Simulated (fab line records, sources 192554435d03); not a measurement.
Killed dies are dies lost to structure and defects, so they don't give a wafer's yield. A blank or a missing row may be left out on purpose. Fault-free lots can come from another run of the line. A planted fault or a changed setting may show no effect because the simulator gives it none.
Split-lot trial | flow n5-finfet | route with 1938 steps; 7 lots, 39 wafers read

== ON THE SPLIT ==
At N5_MIM_BOT_LITHO_DEVELOP_07 (develop time 60 s), the setting develop-time-s was moved away from the recipe's 60 s on 12 of the 39 wafers read, by -32.2% to +60.0%. The other wafers ran this setting at the recipe's value.

== THE PATH FROM SPLIT TO READING: the file shows 1 step between them ==
- N5_MIM_BOT_LITHO_HARDBAKE_09: time 120 s

== THE READING ==
cd-nm (nm) at N5_MIM_BOT_LITHO_CD_MEAS_08, where the cd target is 3000 nm. Typical for fault-free wafers on this fab line: 2999.0 nm, with standard deviation 1.7 nm.

wafer  | tool, chamber at the split | develop-time-s as run, s | against the recipe | cd-nm, nm | against lot-mates on the recipe
L074.3 | litho-track-02, 0          | 60                       | recipe             | 2998.7    | -
L074.4 | litho-track-02, 0          | 60                       | recipe             | 2994.6    | -
L074.6 | litho-track-02, 0          | 60                       | recipe             | 2999.8    | -
L077.1 | litho-track-03, 0          | 60                       | recipe             | 3000.7    | -
L077.2 | litho-track-03, 0          | 60                       | recipe             | 2999.9    | -
L077.3 | litho-track-03, 0          | 60                       | recipe             | 2998.9    | -
L077.4 | litho-track-03, 0          | 60                       | recipe             | 3000.2    | -
L077.5 | litho-track-03, 0          | 60                       | recipe             | 3000.6    | -
L077.6 | litho-track-03, 0          | 60                       | recipe             | 2998.5    | -
L079.1 | litho-track-02, 0          | 60                       | recipe             | 2995.8    | -
L079.2 | litho-track-02, 0          | 74.56                    | +24.3%             | 3003.0    | +4.1
L079.3 | litho-track-02, 0          | 74.56                    | +24.3%             | 3003.8    | +4.9
L079.4 | litho-track-02, 0          | 60                       | recipe             | 3000.0    | -
L079.5 | litho-track-02, 0          | 74.56                    | +24.3%             | 3003.1    | +4.2
L079.6 | litho-track-02, 0          | 60                       | recipe             | 3000.8    | -
L080.1 | litho-track-02, 0          | 44.64                    | -25.6%             | 2995.9    | -3.1
L080.2 | litho-track-02, 0          | 60                       | recipe             | 2999.0    | -
L080.3 | litho-track-02, 0          | 44.64                    | -25.6%             | 2994.6    | -4.4
L080.4 | litho-track-02, 0          | 60                       | recipe             | 2997.4    | -
L080.5 | litho-track-02, 0          | 60                       | recipe             | 3000.5    | -
L080.6 | litho-track-02, 0          | 44.64                    | -25.6%             | 2994.1    | -4.9
L081.1 | litho-track-05, 0          | 40.65                    | -32.2%             | 2990.3    | -9.4
L081.2 | litho-track-05, 0          | 60                       | recipe             | 3001.4    | -
L081.3 | litho-track-05, 0          | 40.65                    | -32.2%             | 2992.1    | -7.6
L081.4 | litho-track-05, 0          | 40.65                    | -32.2%             | 2991.3    | -8.4
L081.5 | litho-track-05, 0          | 60                       | recipe             | 2999.5    | -
L081.6 | litho-track-05, 0          | 60                       | recipe             | 2998.3    | -
L083.1 | litho-track-03, 0          | 60                       | recipe             | 2999.3    | -
L083.2 | litho-track-03, 0          | 60                       | recipe             | 2999.5    | -
L083.3 | litho-track-03, 0          | 60                       | recipe             | 2997.2    | -
L083.4 | litho-track-03, 0          | 60                       | recipe             | 2996.3    | -
L083.5 | litho-track-03, 0          | 60                       | recipe             | 3000.4    | -
L083.6 | litho-track-03, 0          | 60                       | recipe             | 2999.2    | -
L089.1 | litho-track-05, 0          | 60                       | recipe             | 3000.6    | -
L089.2 | litho-track-05, 0          | 60                       | recipe             | 2998.5    | -
L089.3 | litho-track-05, 0          | 95.98                    | +60.0%             | 3008.4    | +9.0
L089.4 | litho-track-05, 0          | 60                       | recipe             | 2999.1    | -
L089.5 | litho-track-05, 0          | 95.98                    | +60.0%             | 3009.6    | +10.2
L089.6 | litho-track-05, 0          | 95.98                    | +60.0%             | 3009.3    | +9.9

FIT RESULTS
A straight line over all 39 wafers: cd-nm changes by +0.182 nm for each +1% of develop-time-s; r = +0.93; the points scatter about the line by 1.5 nm.
The same after taking each lot's own level away (the mean of its wafers on the recipe; 39 wafers): +0.183 nm for each +1%; r = +0.93; scatter 1.5 nm.
The reading moves by 11 nm for the largest change in develop-time-s, on that fit.
Measured against the standard deviation above, the lots' own levels, which go from 2997.70 to 2999.80 nm, span 1.2 times it.
The two slopes agree, so the slope changes little with the lot-to-lot level.
Check: for one of the wafers moved furthest among these (+60.0%), held out of the fit, the line's prediction against its lot-mates is +11.2 nm. Against them it came out at +9 nm.

== OTHER SPLITS ON THESE WAFERS ==
Before the reading, these wafers also passed through other splits. Each is held against what the fit with the lots' levels taken away leaves over:
other split on the same wafers            | wafers away from the commonest value | r with cd-nm (lot level and that fit taken away)
N5_BEOL_M12_ILD_DEP_00 time-s             | 15                                   | +0.04
N5_BEOL_M15_TRENCH_ETCH_34 target-depth-a | 9                                    | -0.20

== THE FILE'S OWN FIT ==
cd-nm changes by +0.182 nm for each +1% of develop-time-s, r = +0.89.
